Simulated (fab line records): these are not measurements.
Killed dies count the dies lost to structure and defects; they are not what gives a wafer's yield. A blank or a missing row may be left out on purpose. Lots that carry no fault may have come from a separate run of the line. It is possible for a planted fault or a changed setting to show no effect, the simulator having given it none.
A lot that was struck, set against a sound lot    flow n5Finfet    37 steps out of a route of 1938
Sound: the wafers L419.1, L419.3, L419.4. Struck: wafers L418.1, L418.5. (L418.3 of the same lot was not struck and is left out.) The cause comes at the end.
For every step that has rows: the tool of each side, followed by ch and its chambers, followed by its first start. Under that, the readings that differ: sound wafers    struck wafers    difference of the means    sigmas: that difference in standard deviations of wafers without a fault.
alike: a reading whose means differ by less than 2 such deviations, as well as words and numbers matching on both sides. not compared: withheld readings; readings where some wafer has no value; bounds like >300 that might hide an equal value; numbers whose values overlap and for which the record gives no deviation.
A row with sigmas, a row that says differs or no value, or rows on one side alone: a step with any of these is where the two part. When numbers do not overlap yet have no deviation, they are printed without sigmas and do not part them. A reading missing from all wafers of one side parts the sides only when that side holds two or more wafers.

first, 9 steps without rows for these wafers: N5_BEOL_M13_PRE_CLEAN_42 (time 30 s); N5_BEOL_M13_SPUTTER_43 (material TaN, target thk 15 nm, time 24.19 s); N5_BEOL_M13_SPUTTER_44 (material Ta, target thk 10 nm, time 16.13 s); N5_BEOL_M13_SPUTTER_45 (material Cu, target thk 80 nm, time 13.33 s); N5_BEOL_M13_ECD_47 (material Cu, target thk 936 nm); N5_BEOL_M13_ANNEAL_48 (time 90 s); N5_BEOL_M13_CMP_49 (polishes, stops on SiOC, t overpolish 17.1 s, target thk 420 nm); N5_BEOL_M13_PRE_CLEAN_52 (time 15 s); N5_BEOL_M13_DEP_53 (deposits SiCN from 3MS/NH3, target thk 50 nm, time 17.8 s).
N5_BEOL_M14_ILD_DEP_00: deposits SiO2 from TEOS/O2, target thk 1119.3 nm, time 237.4 s.
  sound on pecvd-04 ch 0,2, day 15 20:47; struck on pecvd-02 ch 0,1, day 16 03:24
reading                                       sound              struck       difference  sigmas
runLengthS (s)                                279.9 281.0 280.5  467.3 467.7  +187.0      +99 or more
model.SiO2_of_BEOL_M14_ILD_DEP_00.thkNm (nm)  1134 1110 1130     1979 1992    +861        
  alike: heaterPowerW, showerheadPlenumPTorr, throttleValvePct
N5_BEOL_M14_THK_MEAS_01:
  sound on filmMetro-01 at day 15 20:59; struck on filmMetro-02 at day 16 03:35
reading           sound           struck     difference  sigmas
M14_ILD_THK (nm)  1134 1110 1131  1978 1993  +860        +61
then, 10 steps without rows for these wafers: N5_BEOL_M14_COAT_58 (time 60 s, resist thk 89 nm); N5_BEOL_M14_COAT_04 (resist thk 800 nm); N5_BEOL_M14_EBR_06; N5_BEOL_M14_SOFTBAKE_05 (time 60 s); N5_BEOL_M14_EXPOSE_07 (exposes mask V13); N5_BEOL_M14_PEB_08 (peb time 90 s); N5_BEOL_M14_DEVELOP_09 (develop time 45 s); N5_BEOL_M14_HARDBAKE_14 (time 120 s); N5_BEOL_M14_DESCUM_15 (chemistry O2, time 7.9 s); N5_BEOL_M14_ETCH_59 (etches BARC in N2/H2, target depth 89 nm, overetch 26.7 nm, time 67.9 s).
N5_BEOL_M14_VIA_ETCH_16: etches SiO2 in C4F8/O2/Ar, target depth 1231.3 nm.
  sound on rieDiel-03 ch 0,1,2, day 15 23:57; struck on rieDiel-04 ch 2, day 16 04:13
reading                                    sound            struck       difference                     sigmas
biasW (W)                                  2043 2040 2043   - -          no value on the struck wafers  
oesProductAu (a.u.)                        0.68 0.66 0.64   0.84 0.85    +0.18                          +2
model.etch.depthNm (nm)                    1134 1110 1130   1979 1992    +861                           
model.coat_of_BEOL_M14_COAT_04.thkNm (nm)  447.6 457 451.8  244.6 243.6  -208.0                         
  alike: C4F8_flow_sccm, drypumpMotorCurrentA, heOuterTorr, rfVppV, showerheadPlenumPTorr, throttleValvePct
then, 4 steps without rows for these wafers: N5_BEOL_M14_STRIP_63 (strips in O2); N5_BEOL_M14_STRIP_64 (strips in O2); N5_BEOL_M14_STRIP_71 (strips in post etch residue remover, time 60 s); N5_BEOL_M14_SRD_72 (time 30 s, dry time 30 s).
N5_BEOL_M14_CD_MEAS_17: the cd target is 250 nm.
  sound on cdSem-02 at day 16 00:18; struck on cdSem-01 at day 16 04:33
reading    sound              struck       difference  sigmas
cdNm (nm)  252.5 255.7 252.8  261.0 260.8  +7.2        +4
then, 9 steps without rows for these wafers: N5_BEOL_M14_COAT_65 (time 60 s, resist thk 450 nm); N5_BEOL_M14_COAT_66 (time 60 s, resist thk 110 nm); N5_BEOL_M14_COAT_22 (resist thk 300 nm); N5_BEOL_M14_EBR_24; N5_BEOL_M14_SOFTBAKE_23 (time 60 s); N5_BEOL_M14_EXPOSE_25 (exposes mask M14, target cd 280 nm); N5_BEOL_M14_PEB_26 (peb time 90 s); N5_BEOL_M14_DEVELOP_27 (develop time 45 s); N5_BEOL_M14_HARDBAKE_32 (time 120 s).
N5_BEOL_M14_CMP_49: polishes, stops on SiO2, t overpolish 5.2 s, target thk 560 nm.
  sound on cmp-03 ch 0,1,2, day 16 05:57; struck on cmp-01 ch 3, day 16 08:40
reading                                       sound           struck     difference  sigmas
model.SiO2_of_BEOL_M14_ILD_DEP_00.thkNm (nm)  1055 1032 1050  1897 1910  +858        
  alike: motorCurrentA

== WHERE THEY PART ==
Earliest at N5_BEOL_M14_ILD_DEP_00; latest, in this record, at N5_BEOL_M14_CD_MEAS_17. Later steps at which nothing parts them and some readings are alike: N5_BEOL_M14_CMP_49.

WHY: what the simulator had put in
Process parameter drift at N5_BEOL_M14_ILD_DEP_00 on pecvd-02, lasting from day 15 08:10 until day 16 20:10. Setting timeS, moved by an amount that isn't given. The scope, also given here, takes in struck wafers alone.
